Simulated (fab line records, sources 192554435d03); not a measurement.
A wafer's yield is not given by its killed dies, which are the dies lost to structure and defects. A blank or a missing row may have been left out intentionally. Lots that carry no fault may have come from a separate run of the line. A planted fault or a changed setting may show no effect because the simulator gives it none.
fab line records + flow n5-finfet
[record]
- lots = 11
- wafers = 30
- last-day = 18
route steps=1938 shown BEOL_M15@1805
lots that met no fault: taken from a fault-free run of the same line
start-h: start of the lot's first displayed wafer, in hours after the record's first day + wait-h: hours from the lot's prior step to this one + " as in the row above + L1.1+2: a row that stands for several wafers + - value missing, or start not given + * or withheld: withheld + < > ~ a bound
route shown NAME@n: a module of which the file shows steps, and the number in the route of the first + usual: mean and standard deviation over wafers with no fault + same: alike in all rows + chamber/n: place in a boat + sites: per-site readings + _std_site: the standard deviation of these + _edge_site: mean of outer sites minus mean of inner sites + radius-mm: how far each site lies from the wafer's centre + mask NAME#n: copy n + behind: the last tool/chamber to shape the wafer + hold: why the lot went on hold/how many hours it stayed there/how the hold came to an end + device: the n, p or np transistor that did not switch + end of line: tests run on the same wafers once the route is complete + step lacking rows: just its recipe + killed: the dies lost at the first sort to structure and to defects; this is not the yield of the wafer + map: per-die view of a wafer (x killed, . not killed, _ where there is no die)
set.NAME: the run value of the setting; set.NAME@STEP: its run value at that earlier step + model.NAME: the simulator's own value behind a step, which no gauge read
the route's steps for a sample of lots (tables are steps, rows are wafers)
services: the hour from which a tool's chamber was out of use, counted from the record's first day as start-h (under 0 if before that day), plus the number of hours and why
[[steps]]
[step N5_BEOL_M15_OVL_MEAS_29]
[recipe]
- points-per-wafer = 44
[usual]
- M15_OVL = 4/5.5
| lot.wafer | tool       | chamber | start-h | wait-h | M15_OVL[nm] |
|-----------|------------|---------|---------|--------|-------------|
| L787.3    | overlay-02 | 0       | 270.00  | 0.0    | 6           |
| L787.4    | "          | 0       | "       | "      | 6           |
| L787.5    | "          | 0       | "       | "      | -2          |
| L788.2    | overlay-02 | 0       | 273.55  | 0.0    | 7           |
| L788.3    | "          | 0       | "       | "      | -1          |
| L788.6    | "          | 0       | "       | "      | -2          |
| L789.1    | overlay-01 | 0       | 281.60  | 0.0    | 7           |
| L789.3    | "          | 0       | "       | "      | 6           |
| L789.6    | "          | 0       | "       | "      | 3           |
| L793.2    | overlay-01 | 0       | 305.75  | 0.0    | 3           |
| L793.4    | "          | 0       | "       | "      | 7           |
| L795.1    | overlay-02 | 0       | 322.55  | 0.0    | -3          |
| L795.3    | "          | 0       | "       | "      | -8          |
| L795.6    | "          | 0       | "       | "      | -4          |
| L796.4    | overlay-02 | 0       | 328.66  | 0.0    | 4           |
| L796.6    | "          | 0       | "       | "      | 11          |
| L801.2    | overlay-02 | 0       | 361.75  | 0.0    | 7           |
| L801.4    | "          | 0       | "       | "      | 10          |
| L801.6    | "          | 0       | "       | "      | 8           |
| L804.1    | overlay-01 | 0       | 366.42  | 0.0    | 8           |
| L804.2    | "          | 0       | "       | "      | 12          |
| L804.5    | "          | 0       | "       | "      | 12          |
| L807.1    | overlay-02 | 0       | 389.90  | 0.0    | 4           |
| L807.2    | "          | 0       | "       | "      | 4           |
| L807.3    | "          | 0       | "       | "      | 2           |
| L806.1    | overlay-02 | 0       | 405.10  | 0.0    | -5          |
| L806.3    | "          | 0       | "       | "      | 2           |
| L808.2    | overlay-02 | 0       | 422.11  | 0.0    | -1          |
| L808.4    | "          | 0       | "       | "      | 2           |
| L808.6    | "          | 0       | "       | "      | 3           |
[step N5_BEOL_M15_STRIP_36]
[recipe]
- chemistry = O2
- power-w = 600
- temp-c = 60
- pressure-mtorr = 30
- rf-frequency-hz = 6e+07
- bias-power-w = 0
- overash-fraction = 0.3
- o2-flow-sccm = 225
[usual]
- drypump-motor-current-A = 5.7/0.37
- oes-product-au = 0.80/0.082
- rf-vpp-V = 3.7/0.93
- showerhead-plenum-p-Torr = 2.10/0.064
- throttle-valve-pct = 16.64/0.23
| lot.wafer | tool        | chamber | start-h | wait-h | drypump-motor-current-A | oes-product-au | rf-hours-counter-h | rf-vpp-V | showerhead-plenum-p-Torr | throttle-valve-pct |
|-----------|-------------|---------|---------|--------|-------------------------|----------------|--------------------|----------|--------------------------|--------------------|
| L787.3    | rie-diel-02 | 0       | 270.43  | 0.1    | 5.9                     | 0.95           | 7                  | 4.3      | 2.22                     | 16.78              |
| L787.4    | "           | 2       | "       | "      | 5.8                     | 0.69           | -                  | 4.8      | 2.16                     | 16.90              |
| L787.5    | "           | 1       | "       | "      | 5.2                     | 0.74           | -                  | 4.2      | 2.00                     | 16.45              |
| L788.2    | rie-diel-01 | 3       | 277.06  | 3.2    | 5.9                     | 0.78           | 130                | 3.6      | 2.21                     | 16.72              |
| L788.3    | "           | 1       | "       | "      | 6.4                     | 0.84           | 63                 | 3.3      | 2.04                     | 16.49              |
| L788.6    | "           | 2       | "       | "      | 5.6                     | 0.70           | -                  | 4.1      | 2.06                     | 16.41              |
| L789.1    | rie-diel-02 | 1       | 284.19  | 2.0    | 5.1                     | 0.72           | 198                | 4.7      | 2.00                     | 16.51              |
| L789.3    | "           | 2       | "       | "      | 5.8                     | 0.69           | 228                | 3.8      | 2.16                     | 16.89              |
| L789.6    | "           | 2       | "       | "      | 5.8                     | 0.67           | -                  | 3.1      | 2.16                     | 16.88              |
| L793.2    | rie-diel-06 | 2       | 308.43  | 2.4    | 5.2                     | 0.69           | 234                | 5.7      | 2.15                     | 16.94              |
| L793.4    | "           | 0       | "       | "      | 5.9                     | 0.89           | 36                 | 3.3      | 2.07                     | 16.56              |
| L795.1    | rie-diel-06 | 1       | 323.57  | 0.7    | 5.5                     | 0.91           | 24                 | 2.0      | 2.06                     | 16.36              |
| L795.3    | "           | 3       | "       | "      | 5.5                     | 0.83           | 82                 | 3.7      | 2.12                     | 16.47              |
| L795.6    | "           | 1       | "       | "      | 5.4                     | 0.91           | -                  | 6.1      | 2.07                     | 16.34              |
| L796.4    | rie-diel-01 | 3       | 329.29  | 0.3    | 5.9                     | 0.78           | -                  | 4.5      | 2.20                     | 16.74              |
| L796.6    | "           | 1       | "       | "      | 6.4                     | 0.83           | -                  | 4.8      | 2.03                     | 16.53              |
| L801.2    | rie-diel-01 | 3       | 362.57  | 0.1    | 5.9                     | 0.78           | 148                | 1.8      | 2.20                     | 16.73              |
| L801.4    | "           | 1       | "       | "      | 6.4                     | 0.82           | 79                 | 2.4      | 2.03                     | 16.53              |
| L801.6    | "           | 0       | "       | "      | 5.3                     | 0.75           | -                  | 4.0      | 2.12                     | 17.07              |
| L804.1    | rie-diel-01 | 2       | 367.50  | 0.7    | 5.6                     | 0.69           | 226                | 3.3      | 2.05                     | 16.46              |
| L804.2    | "           | 0       | "       | "      | 5.4                     | 0.75           | 132                | 2.6      | 2.12                     | 17.06              |
| L804.5    | "           | 0       | "       | "      | 5.4                     | 0.76           | -                  | 3.4      | 2.12                     | 17.04              |
| L807.1    | rie-diel-02 | 3       | 390.27  | 0.0    | 6.4                     | 0.92           | 20                 | 4.0      | 2.06                     | 16.46              |
| L807.2    | "           | 1       | "       | "      | 5.2                     | 0.71           | 240                | 3.2      | 1.99                     | 16.55              |
| L807.3    | "           | 0       | "       | "      | 6.0                     | 0.86           | 50                 | 3.5      | 2.21                     | 16.84              |
| L806.1    | rie-diel-06 | 1       | 406.10  | 0.2    | 5.5                     | 0.85           | 49                 | 2.7      | 2.06                     | 16.37              |
| L806.3    | "           | 2       | "       | "      | 5.2                     | 0.94           | 8                  | 3.4      | 2.14                     | 16.47              |
| L808.2    | rie-diel-02 | 0       | 424.78  | 2.3    | 5.9                     | 0.84           | 62                 | 3.1      | 2.21                     | 16.89              |
| L808.4    | "           | 0       | "       | "      | 5.9                     | 0.84           | -                  | 3.5      | 2.20                     | 16.90              |
| L808.6    | "           | 3       | "       | "      | 6.4                     | 0.90           | -                  | 3.0      | 2.06                     | 16.49              |
[step N5_BEOL_M15_SPUTTER_43]
[recipe]
- material = TaN
- target-thk-a = 150
- temp-c = 50
- bias-v = 168.6
- power-w = 15000
- chamber-pressure-pa = 0.12
- time-s = 24.19
[usual]
- bias-v = 168.4/1.6
- throttle-valve-pct = 29.9/1
| lot.wafer | tool           | chamber | start-h | wait-h | bias-v | throttle-valve-pct |
|-----------|----------------|---------|---------|--------|--------|--------------------|
| L787.3    | pvd-sputter-03 | -       | 271.04  | 0.0    | 166.8  | 30.1               |
| L787.4    | "              | -       | "       | "      | 169.4  | 29.8               |
| L787.5    | "              | -       | "       | "      | 167.5  | 30.3               |
| L788.2    | pvd-sputter-01 | -       | 277.75  | 0.0    | 167.6  | 30.4               |
| L788.3    | "              | -       | "       | "      | 172.4  | 28.6               |
| L788.6    | "              | -       | "       | "      | 168.6  | 28.5               |
| L789.1    | pvd-sputter-02 | -       | 284.94  | 0.0    | 171.4  | 30.0               |
| L789.3    | "              | -       | "       | "      | 168.0  | 30.2               |
| L789.6    | "              | -       | "       | "      | 167.7  | 31.2               |
| L793.2    | pvd-sputter-02 | -       | 309.24  | 0.0    | 168.9  | 29.7               |
| L793.4    | "              | -       | "       | "      | 167.9  | 29.8               |
| L795.1    | pvd-sputter-01 | -       | 324.15  | 0.0    | 167.1  | 28.6               |
| L795.3    | "              | -       | "       | "      | 170.0  | 30.3               |
| L795.6    | "              | -       | "       | "      | 169.5  | 28.6               |
| L796.4    | pvd-sputter-02 | -       | 329.73  | 0.0    | 167.8  | 29.8               |
| L796.6    | "              | -       | "       | "      | 172.8  | 30.7               |
| L801.2    | pvd-sputter-01 | -       | 363.69  | 0.0    | 167.5  | 29.4               |
| L801.4    | "              | -       | "       | "      | 168.1  | 30.4               |
| L801.6    | "              | -       | "       | "      | 168.8  | 30.2               |
| L804.1    | pvd-sputter-01 | -       | 368.17  | 0.0    | 167.7  | 28.6               |
| L804.2    | "              | -       | "       | "      | 169.3  | 29.4               |
| L804.5    | "              | -       | "       | "      | 167.6  | 28.1               |
| L807.1    | pvd-sputter-02 | -       | 391.86  | 0.0    | 168.9  | 31.5               |
| L807.2    | "              | -       | "       | "      | 166.9  | 29.8               |
| L807.3    | "              | -       | "       | "      | 167.9  | 30.6               |
| L806.1    | pvd-sputter-01 | -       | 407.17  | 0.0    | 167.6  | 28.7               |
| L806.3    | "              | -       | "       | "      | 169.0  | 29.1               |
| L808.2    | pvd-sputter-02 | -       | 425.60  | 0.0    | 169.7  | 31.3               |
| L808.4    | "              | -       | "       | "      | 167.8  | 30.6               |
| L808.6    | "              | -       | "       | "      | 169.8  | 30.1               |
[step N5_BEOL_M15_CMP_49]
[recipe]
- stop-on = SiO2
- t-overpolish-s = 4.9
- down-force-psi = 2
- platen-rpm = 80
- clearing-platen-down-force-psi = 2
- clearing-platen-rpm = 80
- post-cmp-clean = cu-alkaline
- target-thk-nm = 850
- clearing-platen-pad-velocity-m-s = 1.5917
- pad-velocity-m-s = 1.5917
[usual]
- barrier-field-endpoint-s = 11.35/0.28
- head-pressure-psi = 2.000/0.0041
- motor-current-A = 7.7/0.68
- pad-life-wafers = 944/680
- slurry-filter-dp-kPa = 13.51/0.15
| lot.wafer | tool   | chamber | start-h | wait-h | barrier-field-endpoint-s | head-pressure-psi | motor-current-A | pad-life-wafers | slurry-filter-dp-kPa |
|-----------|--------|---------|---------|--------|--------------------------|-------------------|-----------------|-----------------|----------------------|
| L787.3    | cmp-03 | 1       | 272.93  | 0.2    | 11.71                    | 2.001             | 8.1             | 1860            | 13.32                |
| L787.4    | "      | 2       | "       | "      | 11.08                    | 1.998             | 7.6             | 1861            | 13.49                |
| L787.5    | "      | 2       | "       | "      | 11.36                    | 2.006             | 8.1             | -               | 13.46                |
| L788.2    | cmp-02 | 1       | 278.64  | 0.3    | 11.22                    | 2.004             | 9.1             | 2024            | 13.77                |
| L788.3    | "      | 2       | "       | "      | 11.13                    | 2.003             | 8.3             | 2025            | 13.47                |
| L788.6    | "      | 3       | "       | "      | 11.12                    | 1.997             | 7.9             | -               | 13.63                |
| L789.3    | cmp-04 | 2       | 285.79  | 0.2    | 11.05                    | 2.001             | 6.7             | 1291            | 13.37                |
| L789.1    | "      | 3       | "       | "      | 11.59                    | 2.006             | 8.5             | 1292            | 13.21                |
| L789.6    | "      | 1       | "       | "      | 10.80                    | 2.003             | 7.1             | -               | 13.36                |
| L793.4    | cmp-02 | 0       | 310.10  | 0.2    | 13.32                    | 1.996             | 7.3             | 91              | 13.57                |
| L793.2    | "      | 2       | "       | "      | 11.23                    | 2.000             | 8.4             | 93              | 13.47                |
| L795.1    | cmp-03 | 1       | 325.02  | 0.3    | 11.70                    | 1.995             | 8.0             | 241             | 13.45                |
| L795.3    | "      | 2       | "       | "      | 11.56                    | 2.004             | 8.2             | 242             | 13.50                |
| L795.6    | "      | 0       | "       | "      | 12.08                    | 1.996             | 8.0             | -               | 13.43                |
| L796.4    | cmp-02 | 3       | 330.70  | 0.2    | 12.87                    | 1.999             | 7.6             | 255             | 13.39                |
| L796.6    | "      | 0       | "       | "      | 13.17                    | 2.001             | 7.3             | -               | 13.56                |
| L801.4    | cmp-04 | 2       | 364.86  | 0.1    | 11.06                    | 1.999             | 6.3             | 1860            | 13.59                |
| L801.2    | "      | 1       | "       | "      | 10.86                    | 1.998             | 6.9             | 1863            | 13.36                |
| L801.6    | "      | 3       | "       | "      | 11.64                    | 2.000             | 8.3             | -               | 13.50                |
| L804.1    | cmp-02 | 1       | 368.98  | 0.3    | 11.22                    | 2.004             | 8.5             | 522             | 13.30                |
| L804.2    | "      | 2       | "       | "      | 10.94                    | 2.001             | 8.0             | 523             | 13.52                |
| L804.5    | "      | 1       | "       | "      | 11.24                    | 2.000             | 8.4             | -               | 13.62                |
| L807.2    | cmp-03 | 1       | 392.80  | 0.3    | 11.44                    | 2.003             | 8.7             | 744             | 13.67                |
| L807.3    | "      | 2       | "       | "      | 11.39                    | 1.995             | 7.9             | 745             | 13.60                |
| L807.1    | "      | 3       | "       | "      | 11.36                    | 2.003             | 7.7             | 746             | 13.69                |
| L806.1    | cmp-03 | 2       | 408.02  | 0.3    | 11.86                    | 1.998             | 8.3             | 889             | 13.60                |
| L806.3    | "      | 0       | "       | "      | 11.90                    | 1.998             | 7.9             | 891             | 13.23                |
| L808.2    | cmp-03 | 1       | 426.45  | 0.2    | 11.59                    | 2.002             | 8.2             | 1026            | 13.69                |
| L808.4    | "      | 2       | "       | "      | 11.18                    | 2.003             | 7.6             | 1027            | 13.63                |
| L808.6    | "      | 1       | "       | "      | 11.38                    | 1.998             | 8.4             | -               | 13.49                |
[step N5_BEOL_M15_INSPECT_55]
[recipe]
- inspect-instrument = darkfield
- mode = post-dep
[usual]
- raw-defect-count = 75/29
| lot.wafer | tool              | chamber | start-h | wait-h | raw-defect-count |
|-----------|-------------------|---------|---------|--------|------------------|
| L787.3    | defect-inspect-01 | -       | 273.39  | 0.0    | 147              |
| L787.4    | "                 | -       | "       | "      | 110              |
| L787.5    | "                 | -       | "       | "      | 107              |
| L788.2    | defect-inspect-01 | -       | 279.01  | 0.0    | 104              |
| L788.3    | "                 | -       | "       | "      | 93               |
| L788.6    | "                 | -       | "       | "      | 47               |
| L789.1    | defect-inspect-02 | -       | 286.21  | 0.0    | 29               |
| L789.3    | "                 | -       | "       | "      | 27               |
| L789.6    | "                 | -       | "       | "      | 44               |
| L793.2    | defect-inspect-01 | -       | 310.51  | 0.0    | 103              |
| L793.4    | "                 | -       | "       | "      | 66               |
| L795.1    | defect-inspect-01 | -       | 325.43  | 0.0    | 56               |
| L795.3    | "                 | -       | "       | "      | 80               |
| L795.6    | "                 | -       | "       | "      | 58               |
| L796.4    | defect-inspect-01 | -       | 331.03  | 0.0    | 76               |
| L796.6    | "                 | -       | "       | "      | 44               |
| L801.2    | defect-inspect-02 | -       | 365.31  | 0.0    | 40               |
| L801.4    | "                 | -       | "       | "      | 62               |
| L801.6    | "                 | -       | "       | "      | 50               |
| L804.1    | defect-inspect-01 | -       | 369.43  | 0.0    | 65               |
| L804.2    | "                 | -       | "       | "      | 47               |
| L804.5    | "                 | -       | "       | "      | 35               |
| L807.1    | defect-inspect-02 | -       | 393.25  | 0.0    | 60               |
| L807.2    | "                 | -       | "       | "      | 45               |
| L807.3    | "                 | -       | "       | "      | 51               |
| L806.1    | defect-inspect-02 | -       | 408.44  | 0.0    | 65               |
| L806.3    | "                 | -       | "       | "      | 36               |
| L808.2    | defect-inspect-02 | -       | 426.90  | 0.0    | 53               |
| L808.4    | "                 | -       | "       | "      | 75               |
| L808.6    | "                 | -       | "       | "      | 105              |
[[services]]
| tool           | chamber | start-h | hours | kind   |
|----------------|---------|---------|-------|--------|
| rie-diel-06    | 1       | 250.77  | 15.2  | repair |
| cmp-02         | -       | 263.74  | 0.5   | repair |
| cmp-02         | -       | 281.88  | 4.0   | pm     |
| cmp-02         | -       | 297.47  | 12.5  | pm     |
| cmp-03         | -       | 297.55  | 4.0   | pm     |
| rie-diel-01    | 1       | 306.06  | 3.2   | repair |
| cmp-03         | -       | 316.37  | 1.2   | repair |
| rie-diel-01    | 2       | 317.52  | 13.2  | repair |
| rie-diel-06    | 1       | 324.83  | 6.5   | repair |
| rie-diel-01    | -       | 331.02  | 28.1  | pm     |
| pvd-sputter-01 | -       | 331.34  | 3.0   | repair |
| cmp-03         | -       | 333.87  | 1.7   | repair |
| cmp-02         | -       | 336.83  | 7.2   | pm     |
| pvd-sputter-01 | -       | 337.39  | 1.7   | repair |
| rie-diel-02    | 3       | 337.71  | 39.6  | repair |
| cmp-03         | -       | 346.48  | 0.3   | repair |
| rie-diel-01    | 1       | 364.05  | 3.9   | repair |
| cmp-03         | -       | 364.83  | 0.5   | repair |
| rie-diel-02    | 2       | 370.56  | 11.4  | repair |
| rie-diel-02    | 0       | 374.23  | 10.2  | repair |
| rie-diel-01    | 3       | 376.43  | 7.4   | repair |
| cmp-03         | -       | 389.59  | 3.2   | repair |
| rie-diel-01    | -       | 407.84  | 3.0   | repair |
| pvd-sputter-02 | -       | 412.47  | 7.2   | repair |
[[key]]
[first-sign]
- step = N5_BEOL_M15_CMP_49
- reading = barrier-field-endpoint-s
- direction = up
- sigmas = 6.2
- usual = 11.35
- struck = 13.12
effect none on later readings
met-at N5_BEOL_M15_SPUTTER_43
struck-lots L793,L796
struck-wafers L793.4,L796.4,L796.6
not-acting-at N5_BEOL_M15_OVL_MEAS_29,N5_BEOL_M15_STRIP_36,N5_BEOL_M15_INSPECT_55
onset-between 284.94 309.24
[fault]
- kind = process-parameter-drift
- tool = pvd-sputter-02
- chamber = -
- onset-h = 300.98
- steps = N5_BEOL_M15_SPUTTER_43
- channel = time-s
- offset = *
- shape = step
- end-h = 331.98
- scope = struck-wafers-only
- acts-in = *
- stated = *
